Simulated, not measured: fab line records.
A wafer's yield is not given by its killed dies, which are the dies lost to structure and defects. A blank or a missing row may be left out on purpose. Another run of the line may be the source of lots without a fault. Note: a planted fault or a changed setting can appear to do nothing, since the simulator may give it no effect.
A struck lot beside a sound one ; flow n5-finfet ; 23 out of 1938 route steps
Sound: wafers L940.1, L940.4, L940.5. Struck: wafers L951.2, L951.3, L951.6. Last of all comes the cause.
Order at every step that has rows: each side's tool, ch and its chambers, its first start. Under that, the readings that differ: sound wafers ; struck wafers ; difference of the means ; sigmas: that difference in standard deviations of wafers without a fault.
alike: words and numbers the same on both sides, and readings whose means are apart by under 2 such deviations; not compared: readings that were withheld, readings missing a value for some wafer, numbers with overlapping values and no deviation given by the record, and bounds like >300 which may hide the same value.
The two part at a step that has a row with sigmas, a row that says differs or no value, or rows on one side only. Numbers that don't overlap but have no deviation are shown without sigmas and don't part them. A reading missing from all wafers of one side parts the sides only when that side holds two or more wafers.

first, 11 steps without rows for these wafers: N5_MOL_CONTACT_COAG_STRIP_93 (strips in N2/H2); N5_MOL_CONTACT_COAG_ETCHBACK_135 (etches SiO2 in CHF3, target depth 25 nm, time 16.7 s); N5_MOL_CONTACT_COAG_STRIP_118 (strips in CHF3); N5_MOL_CONTACT_COAG_VIA_ETCH_46 (etches SiO2 in C4F6/O2, target depth 46 nm, overetch 9.2 nm, time 40 s); N5_MOL_CONTACT_COAG_STRIP_96 (strips in N2/H2); N5_MOL_CONTACT_COAG_ETCH_47 (etches SiNx in CH3F/O2, stops on W, target depth 27 nm); N5_MOL_CONTACT_COAG_STRIP_119 (strips in N2/H2, time 30 s); N5_MOL_CONTACT_COAG_PRECLEAN_144 (cleans in alkaline clean, time 60 s); N5_MOL_CONTACT_COAG_SRD_145 (time 30 s); N5_MOL_CONTACT_COAG_COAT_62 (time 60 s, resist thk 60 nm); N5_MOL_CONTACT_COAG_COAT_63 (time 60 s, resist thk 10 nm).
N5_MOL_CONTACT_COAG_COAT_64: time 60 s, resist thk 10 nm.
  sound on litho-track-01 ch 0, day 5 06:19; struck on litho-track-01 ch 0, day 7 23:00
reading;sound;struck;difference;sigmas
spin-speed-rpm (rpm);1500.2 1500.6 1498.4;1445.7 1445.9 1447.7;-53.3;-53
  alike: resist-line-temp-C
then, 7 steps without rows for these wafers: N5_MOL_CONTACT_COAG_COAT_34 (resist thk 40 nm); N5_MOL_CONTACT_COAG_EBR_36; N5_MOL_CONTACT_COAG_SOFTBAKE_35 (time 60 s); N5_MOL_CONTACT_COAG_EXPOSE_37 (exposes mask VD, defocus 0 nm); N5_MOL_CONTACT_COAG_PEB_38 (peb time 60 s); N5_MOL_CONTACT_COAG_DEVELOP_39 (develop time 30 s); N5_MOL_CONTACT_COAG_DESCUM_45 (chemistry O2, time 7 s).
N5_MOL_CONTACT_COAG_ETCH_65: etches underlayer in N2/H2, target depth 13 nm, time 10.4 s.
  sound on rie-diel-03 ch 0,3, day 5 06:45; struck on rie-diel-01 ch 0,3, day 7 23:31
reading;sound;struck;difference;sigmas
model.etch.depth-nm (nm);9.949 9.93 9.946;10.17 10.17 10.19;+0.23;
  alike: drypump-motor-current-A, etch-rf-on-time-s, oes-product-au, rf-vpp-V, showerhead-plenum-p-Torr, throttle-valve-pct
  not compared: rf-hours-counter-h
then, 1 step without rows for these wafers: N5_MOL_CONTACT_COAG_ETCH_66 (etches SiARC in CF4, target depth 13 nm, time 21.7 s).
-- record jumps: 3 days separate the struck wafers' starts on either side; left off in module MOL_CONTACT_COAG, taken up again in module BEOL_M4, whose first shown step is the route's number 1111 --
N5_BEOL_M4_RC_MEAS_101:
  sound on prober-01 ch 0, day 7 21:22; struck on prober-01 ch 0, day 10 20:17
  alike: DIBL_N, DIBL_P, IOFF_N, IOFF_P, ION_N, ION_P, SS_N, SS_P, VT_N, VT_P
-- a jump in the record: the struck wafers' starts before and after are 4 days apart (it breaks off in module BEOL_M4 and resumes in module PASSIVATION, where the first step shown is number 1936 of the route) --
N5_PASSIVATION_PROBE_49:
  the record has rows for the struck wafers here (prober-01, day 15 03:29) and none for the sound ones

## WHERE THEY PART
Last at N5_PASSIVATION_PROBE_49 as far as this record goes, first at N5_MOL_CONTACT_COAG_COAT_64.

WHY: what had been put in by the simulator
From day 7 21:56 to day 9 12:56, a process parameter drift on litho-track-01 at N5_MOL_CONTACT_COAG_COAT_64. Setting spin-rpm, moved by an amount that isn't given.
